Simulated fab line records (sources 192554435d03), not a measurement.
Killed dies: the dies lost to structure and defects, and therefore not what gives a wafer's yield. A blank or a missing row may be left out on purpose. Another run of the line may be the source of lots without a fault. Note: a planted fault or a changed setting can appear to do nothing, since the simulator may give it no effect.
fab line records	flow n5Finfet
record lots=5	wafers=15	lastDay=17
route steps=1938 shown BEOL_M11@1566
lots untouched by any fault: they come from a run of this same line in which no faults occurred
startH: hours from the record's opening day to when the first of the lot's shown wafers began	waitH: time in hours since the lot's previous step	" same as the row above	L1.1+2: several wafers, shown together as one row	- no value, or no start given	* or withheld: withheld	< > ~ a bound
route shown NAME@n: a module of which the file shows steps, and the number in the route of the first	usual: mean and standard deviation over wafers with no fault	same: alike in all rows	chamber/n: place in a boat	sites: readings site by site	_std_site: standard deviation across them	_edge_site: mean of outer sites minus mean of inner sites	radiusMm: for every site, how far away it sits from the centre of the wafer	mask NAME#n: copy n	behind: the most recent tool/chamber to have shaped the wafer	hold: what put the lot on hold/how long, in hours/how the hold closed	device: which transistor (n, p or np) failed to switch	end of line: the same wafers' tests at the end of the route	for a step that has no rows: nothing shown but its recipe	killed: count of dies lost to structure and defects at first sort (not the wafer's yield)	map: shows each die of a wafer: x if killed, . if not, _ if none is there
set.NAME: the setting the step ran with; set.NAME@STEP: the setting that earlier step ran with	model.NAME: the simulator's own value behind a step, which no gauge read
certain route steps with their lots: each step a table, each wafer a row
services: from which hour (startH, from the record's first day; less than 0 if before it) a tool's chamber was out of use, for how many hours, and why
## steps
# step N5_BEOL_M11_PEB_26
# recipe pebTempC=withheld	pebTimeS=60	resist=CAR-ArF
# step N5_BEOL_M11_DEVELOP_27
# recipe developTimeS=30	developer=TMAH	resist=CAR-ArF	rinseLiquid=diw	dry=airSpin	devTempC=23
# step N5_BEOL_M11_CD_MEAS_28
# recipe targetCdNm=70	landingEnergyEv=500	detector=seInlens	polarity=opening
# usual cdNm=69.8/0.94
lot.wafer	tool	chamber	startH	waitH	cdNm
L943.1	cdSem-01	0	243.67	-	69.3
L943.2	"	0	"	"	67.9
L943.5	"	0	"	"	69.1
L954.3	cdSem-03	0	311.00	-	69.2
L954.5	"	0	"	"	70.5
L954.6	"	0	"	"	69.9
L959.2	cdSem-01	0	328.07	-	69.4
L959.5	"	0	"	"	69.9
L959.6	"	0	"	"	69.2
L964.3	cdSem-02	0	354.08	-	69.9
L964.5	"	0	"	"	70.1
L964.6	"	0	"	"	71.3
L963.1	cdSem-01	0	354.43	-	70.3
L963.3	"	0	"	"	69.6
L963.6	"	0	"	"	71.3
# step N5_BEOL_M11_OVL_MEAS_29
# recipe pointsPerWafer=44
# usual V10_OVL=0.3/0.62
lot.wafer	tool	chamber	startH	waitH	V10_OVL[nm]
L943.1	overlay-01	0	243.70	0.0	1.4
L943.2	"	0	"	"	1.2
L943.5	"	0	"	"	1.5
L954.3	overlay-02	0	311.03	0.0	0.1
L954.5	"	0	"	"	-0.9
L954.6	"	0	"	"	0.5
L959.2	overlay-01	0	328.10	0.0	0.7
L959.5	"	0	"	"	1.0
L959.6	"	0	"	"	0.5
L964.3	overlay-01	0	354.11	0.0	-0.5
L964.5	"	0	"	"	-0.3
L964.6	"	0	"	"	0.4
L963.1	overlay-01	0	354.46	0.0	1.2
L963.3	"	0	"	"	0.4
L963.6	"	0	"	"	-0.1
# step N5_BEOL_M11_INSPECT_30
# recipe mode=adi	inspectInstrument=brightfield
# usual rawDefectCount=423/100
lot.wafer	tool	chamber	startH	waitH	rawDefectCount
L943.1	defectInspect-01	-	243.72	0.0	698
L943.2	"	-	"	"	315
L943.5	"	-	"	"	412
L954.3	defectInspect-01	-	311.05	0.0	427
L954.5	"	-	"	"	540
L954.6	"	-	"	"	644
L959.2	defectInspect-01	-	328.12	0.0	352
L959.5	"	-	"	"	428
L959.6	"	-	"	"	557
L964.3	defectInspect-02	-	354.13	0.0	415
L964.5	"	-	"	"	295
L964.6	"	-	"	"	254
L963.1	defectInspect-01	-	354.48	0.0	527
L963.3	"	-	"	"	514
L963.6	"	-	"	"	414
# step N5_BEOL_M11_DESCUM_33
# recipe chemistry=O2	timeS=7.9	sourcePowerW=50	biasPowerW=20	pressureMtorr=20	rfFrequencyHz=2.712e+07	tempC=40	resist=CAR-ArF	o2FlowSccm=225
# step N5_BEOL_M11_ETCH_65
# recipe chemistry=CF4	target=SiARC	targetDepthA=390	maskMaterial=CAR-ArF	timeS=65	ionEnergyEv=80	pressureMtorr=40	sourceW=545	biasW=36	Ar_flow_sccm=100	cf4FlowSccm=100	ends=cleared
# step N5_BEOL_M11_ETCH_66
# recipe chemistry=N2/H2	target=SOC	targetDepthA=1200	overetchA=240	maskMaterial=SiARC	tempC=40	timeS=180	ionEnergyEv=200	pressureMtorr=30	sourceW=840	biasW=150	n2FlowSccm=200	h2FlowSccm=200
# step N5_BEOL_M11_STRIP_69
# recipe chemistry=N2/H2	tempC=40	n2FlowSccm=200	h2FlowSccm=200	rfFrequencyHz=6e+07
# step N5_BEOL_M11_VIA_ETCH_34
# recipe chemistry=C4F6/O2	target=SiCOH_lowk	targetDepthA=1845	maskMaterial=SOC	taperDeg=4	timeS=69.2	ionEnergyEv=250	pressureMtorr=30	sourceW=345	biasW=185	Ar_flow_sccm=300	C4F6_flow_sccm=10	O2_flow_sccm=10
# step N5_BEOL_M11_STRIP_73
# recipe chemistry=C4F6/O2	resist=SiARC	rfFrequencyHz=6e+07
# step N5_BEOL_M11_STRIP_36
# recipe chemistry=N2/H2	powerW=450	tempC=40	pressureMtorr=20	rfFrequencyHz=6e+07	overashFraction=0.3	biasPowerW=7	h2Frac=0.5	n2FlowSccm=200	h2FlowSccm=200
# step N5_BEOL_M11_TRENCH_ETCH_37
# recipe chemistry=C4F6/O2	targetDepthA=1488.3	target=SiCOH_lowk	timeS=48	ionEnergyEv=250	pressureMtorr=30	sourceW=345	biasW=185	Ar_flow_sccm=300	C4F6_flow_sccm=10	O2_flow_sccm=10
# usual biasW=185.0/0.51	drypumpMotorCurrentA=5.6/0.36	oesProductAu=0.79/0.078	rfFwdPowerW=341.0/1.4	rfVppV=662/8.9	showerheadPlenumPTorr=2.87/0.11	throttleValvePct=20.75/0.29
lot.wafer	tool	chamber	startH	waitH	biasW	drypumpMotorCurrentA	oesProductAu	rfFwdPowerW	rfHoursCounterH	rfVppV	showerheadPlenumPTorr	throttleValvePct	model.etch.depthNm	model.BEOL_M11.featureDepthNm	model.TiN_of_BEOL_M11_HM_DEP_02.thkNm
L943.1	rieDiel-06	3	244.07	-	184.3	5.3	0.82	342.7	84	675	2.99	21.00	151	151	16.2
L943.2	"	0	"	"	184.6	5.8	0.87	340.6	57	646	2.74	20.78	148.9	149	16.2
L943.5	"	2	"	"	183.9	5.2	0.70	340.8	-	658	2.83	21.34	148.2	148.2	16.2
L954.3	rieDiel-01	3	311.40	-	185.3	6.2	0.84	343.2	87	686	2.77	20.72	146.8	146.8	15.6
L954.5	"	3	"	"	185.5	6.2	0.84	342.5	-	685	2.77	20.71	148.7	148.8	16
L954.6	"	0	"	"	185.3	5.2	0.68	341.1	-	647	2.91	20.92	142	142	16.2
L959.2	rieDiel-06	3	328.47	-	184.5	5.3	0.80	344.5	112	674	2.98	21.01	148.8	148.8	15.8
L959.5	"	2	"	"	156.2	5.2	0.94	339.0	-	576	2.82	21.01	142.5	142.6	16.2
L959.6	"	1	"	"	184.6	5.9	0.81	338.0	-	666	2.86	20.40	150.3	150.4	15.8
L964.3	rieDiel-03	3	354.48	-	184.5	5.9	0.89	340.7	32	665	2.90	21.07	151.4	151.4	16
L964.5	"	2	"	"	185.6	5.2	0.71	341.0	-	655	2.69	20.45	146.5	146.4	16
L964.6	"	3	"	"	184.2	5.9	0.89	340.1	-	667	2.90	21.06	151.2	151.2	16.2
L963.1	rieDiel-01	2	354.98	-	184.9	6.1	0.94	340.1	12	662	3.00	20.58	152	152	16
L963.3	"	1	"	"	184.3	5.9	0.69	343.0	244	667	2.82	20.90	149.7	149.8	16.2
L963.6	"	1	"	"	184.9	5.8	0.69	343.3	-	667	2.82	20.90	149.4	149.4	16
# step N5_BEOL_M11_ETCH_41
# recipe chemistry=CH3F/O2	target=SiCN	targetDepthA=426	taperDeg=2	timeS=86	ionEnergyEv=120	maskMaterial=TiN	pressureMtorr=30	sourceW=395	biasW=75	Ar_flow_sccm=150	CH3F_flow_sccm=30	O2_flow_sccm=20
# step N5_BEOL_M11_STRIP_77
# recipe chemistry=N2/H2	timeS=10	powerW=450	tempC=40	pressureMtorr=20	rfFrequencyHz=6e+07	biasPowerW=7	n2FlowSccm=200	h2FlowSccm=200
# usual drypumpMotorCurrentA=5.6/0.35	oesProductAu=0.79/0.077	rfVppV=59.3/0.83	showerheadPlenumPTorr=2.57/0.094	throttleValvePct=23.5/0.44
lot.wafer	tool	chamber	startH	waitH	drypumpMotorCurrentA	oesProductAu	rfHoursCounterH	rfVppV	showerheadPlenumPTorr	throttleValvePct
L943.1	rieDiel-06	3	-	-	5.3	0.81	84	59.4	2.66	23.6
L943.2	"	0	"	"	5.8	0.87	57	60.1	2.46	23.3
L943.5	"	2	"	"	5.2	0.70	-	59.5	2.51	24.0
L954.3	rieDiel-01	3	-	-	6.3	0.83	87	58.8	2.46	23.3
L954.5	"	3	"	"	6.2	0.83	-	59.7	2.46	23.3
L954.6	"	0	"	"	5.2	0.68	-	59.9	2.62	23.9
L959.2	rieDiel-06	3	-	-	5.3	0.78	112	58.9	2.65	23.6
L959.5	"	2	"	"	5.2	0.95	-	59.5	2.50	23.7
L959.6	"	1	"	"	5.9	0.81	-	59.4	2.55	23.1
L964.3	rieDiel-03	3	-	-	5.9	0.89	32	60.2	2.62	24.5
L964.5	"	2	"	"	5.2	0.71	-	58.4	2.42	23.3
L964.6	"	3	"	"	5.9	0.89	-	61.5	2.62	24.5
L963.1	rieDiel-01	2	-	-	6.1	0.95	12	60.3	2.70	23.4
L963.3	"	1	"	"	5.8	0.68	244	59.1	2.50	23.4
L963.6	"	1	"	"	5.8	0.68	-	57.8	2.50	23.3
# step N5_BEOL_M11_OCD_MEAS_38
# usual trenchDepthNm=148.1/2.7
lot.wafer	tool	chamber	startH	waitH	trenchDepthNm
L943.1	ocd-02	-	244.25	-	151.2
L943.2	"	-	"	"	148.6
L943.5	"	-	"	"	148.0
L954.3	ocd-01	-	311.58	-	147.0
L954.5	"	-	"	"	148.6
L954.6	"	-	"	"	142.5
L959.2	ocd-01	-	328.65	-	148.9
L959.5	"	-	"	"	142.8
L959.6	"	-	"	"	150.0
L964.3	ocd-02	-	354.66	-	151.2
L964.5	"	-	"	"	146.5
L964.6	"	-	"	"	150.9
L963.1	ocd-01	-	355.16	-	152.6
L963.3	"	-	"	"	149.8
L963.6	"	-	"	"	149.4
# step N5_BEOL_M11_HM_STRIP_39
# recipe chemistry=peroxideTinStrip	material=TiN	targetDepthA=250	tempC=50	timeS=158
# step N5_BEOL_M11_SRD_40
# recipe timeS=30	tempC=23	rinseLiquid=diw	dry=ipaMarangoni
# step N5_BEOL_M11_PRECLEAN_42
# recipe chemistry=residueRemover	timeS=60	tempC=40
# step N5_BEOL_M11_SRD_43
# recipe timeS=30	tempC=23	rinseLiquid=diw	dry=ipaMarangoni
# step N5_BEOL_M11_CD_MEAS_35
# recipe targetCdNm=70	polarity=opening
# usual cdNm=70.2/0.63
lot.wafer	tool	chamber	startH	waitH	cdNm
L943.1	cdSem-03	-	244.40	0.0	70.7
L943.2	"	-	"	"	68.6
L943.5	"	-	"	"	69.8
L954.3	cdSem-01	-	311.74	0.0	70.2
L954.5	"	-	"	"	70.6
L954.6	"	-	"	"	69.9
L959.2	cdSem-01	-	328.80	0.0	71.0
L959.5	"	-	"	"	70.0
L959.6	"	-	"	"	69.9
L964.3	cdSem-01	-	354.91	0.0	71.5
L964.5	"	-	"	"	70.2
L964.6	"	-	"	"	70.7
L963.1	cdSem-01	-	355.31	0.0	71.6
L963.3	"	-	"	"	70.9
L963.6	"	-	"	"	71.5
# step N5_BEOL_M11_CURE_72
# recipe tempC=370	timeS=120	ambient=DMADMS/He	material=SiCOH_lowk
# usual lampPowerPct=52.32/0.054	wafer_temp_C_max=371.8/0.62
lot.wafer	tool	chamber	startH	waitH	lampPowerPct	wafer_temp_C_max
L943.1	uvCure-02	2	244.45	0.0	52.30	370.8
L943.2	"	2	"	"	52.33	371.4
L943.5	"	2	"	"	52.42	371.4
L954.3	uvCure-03	0	311.88	0.1	52.33	371.5
L954.5	"	0	"	"	52.38	371.7
L954.6	"	0	"	"	52.36	371.4
L959.2	uvCure-01	1	328.95	0.1	52.22	372.7
L959.5	"	1	"	"	52.29	371.7
L959.6	"	1	"	"	52.28	371.9
L964.3	uvCure-01	2	355.15	0.2	52.41	372.5
L964.5	"	2	"	"	52.34	371.3
L964.6	"	2	"	"	52.30	371.2
L963.1	uvCure-01	0	355.55	0.2	52.24	371.0
L963.3	"	0	"	"	52.35	371.1
L963.6	"	0	"	"	52.23	370.9
# step N5_BEOL_M11_DEGAS_44
# recipe ambient=vacuum	tempC=250	timeS=60
# step N5_BEOL_M11_PRE_CLEAN_45
# recipe gas=H2/He	timeS=30	tempC=250
# usual heaterPowerW=345/58
lot.wafer	tool	chamber	startH	waitH	heaterPowerW
L943.1	pvdSputter-03	-	245.43	0.0	474
L943.2	"	-	"	"	280
L943.5	"	-	"	"	304
L954.3	pvdSputter-01	-	312.47	0.0	345
L954.5	"	-	"	"	336
L954.6	"	-	"	"	328
L959.2	pvdSputter-01	-	330.37	0.0	341
L959.5	"	-	"	"	340
L959.6	"	-	"	"	331
L964.3	pvdSputter-02	-	355.66	0.0	408
L964.5	"	-	"	"	410
L964.6	"	-	"	"	407
L963.1	pvdSputter-02	-	357.96	0.0	280
L963.3	"	-	"	"	414
L963.6	"	-	"	"	376
# step N5_BEOL_M11_ALD_74
# recipe material=TaN	targetThkA=20	tempC=275	aldPrecursorFamily=PDMAT	aldCoReactant=NH3	pressureTorr=3	carrierFlowSccm=1500	pulseTimeS=2	purgeTimeS=3	coReactantPurgeTimeS=2	coReactantPulseTimeS=3	aldCycles=40	precursorVesselTempC=75	precursorVesselPressureTorr=26.25	precursorVesselCarrierSccm=1000
# step N5_BEOL_M11_SURFACE_TREAT_76
# recipe gas=Ar	timeS=*	ionEnergyEv=*	ionCurrentMaCm2=0.5	pressureMtorr=*	arFlowSccm=30
# usual throttleValvePct=*
lot.wafer	tool	chamber	startH	waitH	throttleValvePct
L943.1	pvdSputter-02	-	245.88	0.2	*
L943.2	"	-	"	"	*
L943.5	"	-	"	"	*
L954.3	pvdSputter-01	-	313.08	0.4	*
L954.5	"	-	"	"	*
L954.6	"	-	"	"	*
L959.2	pvdSputter-03	-	330.94	0.4	*
L959.5	"	-	"	"	*
L959.6	"	-	"	"	*
L964.3	pvdSputter-02	-	357.84	1.9	*
L964.5	"	-	"	"	*
L964.6	"	-	"	"	*
L963.1	pvdSputter-01	-	358.36	0.2	*
L963.3	"	-	"	"	*
L963.6	"	-	"	"	*
# step N5_BEOL_M11_CVD_75
# recipe material=Co	targetThkA=20	tempC=withheld	precursor=CCTBA/H2	pressureTorr=30	timeS=138.9
# step N5_BEOL_M11_SPUTTER_48
# recipe material=Cu	targetThkA=120	tempC=-20	biasV=60	powerW=26000	chamberPressurePa=0.13	timeS=2
# usual throttleValvePct=29.7/1
lot.wafer	tool	chamber	startH	waitH	throttleValvePct
L943.1	pvdSputter-02	-	246.32	0.1	30.2
L943.2	"	-	"	"	30.5
L943.5	"	-	"	"	30.0
L954.3	pvdSputter-03	-	313.60	0.1	28.0
L954.5	"	-	"	"	29.7
L954.6	"	-	"	"	27.7
L959.2	pvdSputter-01	-	331.15	0.1	28.8
L959.5	"	-	"	"	30.4
L959.6	"	-	"	"	28.8
L964.3	pvdSputter-01	-	358.10	0.1	29.0
L964.5	"	-	"	"	28.7
L964.6	"	-	"	"	31.3
L963.1	pvdSputter-02	-	358.56	0.1	30.2
L963.3	"	-	"	"	28.8
L963.6	"	-	"	"	28.4
# step N5_BEOL_M11_ECD_50
# recipe material=Cu	targetThkA=3180
# step N5_BEOL_M11_ANNEAL_51
# recipe tempC=225	timeS=90	ambient=N2
# step N5_BEOL_M11_CMP_52
# recipe stopOn=SiCOH_lowk	tOverpolishS=7	downForcePsi=1	platenRpm=50	clearingPlatenDownForcePsi=1.5	clearingPlatenRpm=50	postCmpClean=cuAlkaline	targetThkNm=140	clearingPlatenPadVelocityMS=0.99484	padVelocityMS=0.99484
# usual barrierFieldEndpointS=29.0/0.91	headPressurePsi=0.9998/0.0022	motorCurrentA=6.0/0.63	overpolishRunS=7.000/0.0092	slurryFilterDpKPa=13.49/0.14	timeToEndpointS=67/4.1
lot.wafer	tool	chamber	startH	waitH	barrierFieldEndpointS	headPressurePsi	motorCurrentA	overpolishRunS	slurryFilterDpKPa	timeToEndpointS	model.Cu_of_BEOL_M11_ECD_50.thkNm
L943.1	cmp-04	0	247.00	0.3	29.1	1.0016	5.4	7.003	13.18	70	144.2
L943.2	"	3	"	"	29.3	0.9971	5.8	7.001	13.53	72	141.6
L943.5	"	0	"	"	30.1	0.9991	5.4	7.016	13.74	71	141.2
L954.3	cmp-03	3	315.01	0.2	27.9	0.9993	6.9	7.007	13.63	62	135.6
L954.5	"	2	"	"	29.3	0.9986	7.0	6.984	13.47	69	139.4
L954.6	"	3	"	"	28.5	1.0000	6.9	6.986	13.50	63	130.8
L959.2	cmp-04	0	331.89	0.3	29.7	0.9977	5.4	7.000	13.48	70	140.4
L959.5	"	1	"	"	29.9	0.9974	6.1	7.015	13.70	73	132.6
L959.6	"	2	"	"	28.2	1.0045	5.4	7.011	13.51	66	141.4
L964.3	cmp-04	3	358.64	0.2	28.5	0.9991	5.5	7.000	13.52	67	144
L964.6	"	3	"	"	28.7	0.9949	5.3	6.992	13.48	64	143
L964.5	"	0	"	"	29.3	1.0027	5.2	6.998	13.46	67	139.2
L963.1	cmp-04	0	359.08	0.3	29.1	1.0016	5.4	7.005	13.40	67	143
L963.3	"	1	"	"	28.9	0.9978	6.5	7.003	13.62	69	142
L963.6	"	1	"	"	29.5	0.9955	6.3	6.995	13.39	68	141.4
# step N5_BEOL_M11_THK_MEAS_53
# recipe thkMeasGauge=xrf	reads=Cu_of_BEOL_M11_ECD_50
# usual M11_THK=138/3.3
lot.wafer	tool	chamber	startH	waitH	M11_THK[nm]
L943.1	filmMetro-01	-	247.30	-	143
L943.2	"	-	"	"	140
L943.5	"	-	"	"	139
L954.3	filmMetro-02	-	315.27	-	134
L954.5	"	-	"	"	138
L954.6	"	-	"	"	129
L959.2	filmMetro-02	-	332.07	-	138
L959.5	"	-	"	"	130
L959.6	"	-	"	"	139
L964.3	filmMetro-02	-	358.93	-	142
L964.5	"	-	"	"	138
L964.6	"	-	"	"	142
L963.1	filmMetro-01	-	359.38	-	141
L963.3	"	-	"	"	140
L963.6	"	-	"	"	140
## services
tool	chamber	startH	hours	kind
uvCure-02	-	225.05	0.6	repair
cmp-03	-	226.34	4.0	pm
rieDiel-03	3	231.56	-	clean
rieDiel-03	3	231.56	-	consumableReplace:focusRing
rieDiel-03	3	231.56	15.0	scheduledDown
rieDiel-03	3	231.56	15.0	ventCycle
rieDiel-06	3	248.87	4.0	repair
uvCure-03	-	258.81	7.5	pm
cmp-04	-	259.58	2.5	repair
cmp-03	-	262.06	3.9	pm
rieDiel-01	1	271.31	18.5	repair
rieDiel-01	2	282.41	8.8	repair
rieDiel-01	2	291.30	-	clean
rieDiel-01	2	291.30	-	consumableReplace:focusRing
rieDiel-01	2	291.30	-	consumableReplace:showerhead
rieDiel-01	2	291.30	21.6	scheduledDown
rieDiel-01	2	291.30	21.6	ventCycle
rieDiel-06	2	303.58	-	clean
rieDiel-06	2	303.58	-	consumableReplace:focusRing
rieDiel-06	2	303.58	16.4	scheduledDown
rieDiel-06	2	303.58	16.4	ventCycle
uvCure-03	-	331.59	0.8	repair
rieDiel-01	-	346.57	2.8	pm
cmp-03	-	347.41	1.0	repair
## key
firstSign step=N5_BEOL_M11_TRENCH_ETCH_37	reading=biasW	direction=down	sigmas=56	usual=*	struck=*
effect step=N5_BEOL_M11_TRENCH_ETCH_37	reading=rfVppV	direction=down	sigmas=9.8	usual=662	struck=576
modelEffect step=N5_BEOL_M11_TRENCH_ETCH_37	value=etch.depthNm	without=150	struck=142.5
modelEffect step=N5_BEOL_M11_CMP_52	value=Cu_of_BEOL_M11_ECD_50.thkNm	without=140.2	struck=132.6
metAt N5_BEOL_M11_TRENCH_ETCH_37
struckWafers L959.5
onsetBetween 244.07 328.47
fault kind=processParameterDrift	tool=rieDiel-06	chamber=2	onsetH=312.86	steps=N5_BEOL_M11_TRENCH_ETCH_37	channel=biasW	offset=*	shape=step	endH=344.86	actsIn=*	stated=*
